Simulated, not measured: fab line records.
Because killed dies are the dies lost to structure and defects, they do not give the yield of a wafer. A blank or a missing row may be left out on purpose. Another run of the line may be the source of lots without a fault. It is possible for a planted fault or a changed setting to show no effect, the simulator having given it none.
Chamber matching -- flow nand-harc -- 4 sister chambers for NHARC_A_STAIRCASE_STRIP_476 on rie-diel-13
The step strips in O2, time 20 s. 8 wafers are shown with their chamber, then 8 later ones without.

WAFERS PAIRED WITH THEIR CHAMBERS
wafer,chamber,showerhead-plenum-p-Torr (Torr),drypump-motor-current-A (A)
L082.1,3,3.29,6.0
L082.4,1,3.37,5.8
L091.3,0,3.50,5.9
L091.5,0,3.50,5.9
L092.2,1,3.36,5.8
L092.4,2,3.76,5.2
L092.5,2,3.76,5.2
L093.2,3,3.28,6.1

WAFERS WITHOUT THEIR CHAMBER
wafer,showerhead-plenum-p-Torr (Torr),drypump-motor-current-A (A)
L093.3,3.75,5.2
L093.5,3.36,5.8
L096.1,3.35,5.8
L096.5,3.49,6.0
L096.6,3.28,6.1
L095.1,3.35,5.8
L095.4,3.49,5.9
L095.6,3.49,5.9

WHICH CHAMBER EACH WENT THROUGH
wafer,from the rows above,in truth
L093.3,2,2
L093.5,1,1
L096.1,1,1
L096.5,0,0
L096.6,3,3
L095.1,1,1
L095.4,0,0
L095.6,0,0
Correctly placed: 8 of 8. Can't be placed from these rows: 0. Number placed wrongly: 0.
How it was worked out, from the rows above alone: a wafer's distance from a chamber is the root of the sum, over the readings, of the square of ((its reading less the chamber's mean) divided by the reading's scatter). The wafer belongs to the nearest chamber; if the next one is less than 2 further off, it can't be placed. Each chamber's mean is taken over the wafers shown for it. The scatter: take each reading less its chamber's mean, square it, sum over the shown wafers, divide by the number of wafers less the number of chambers, and take the root.
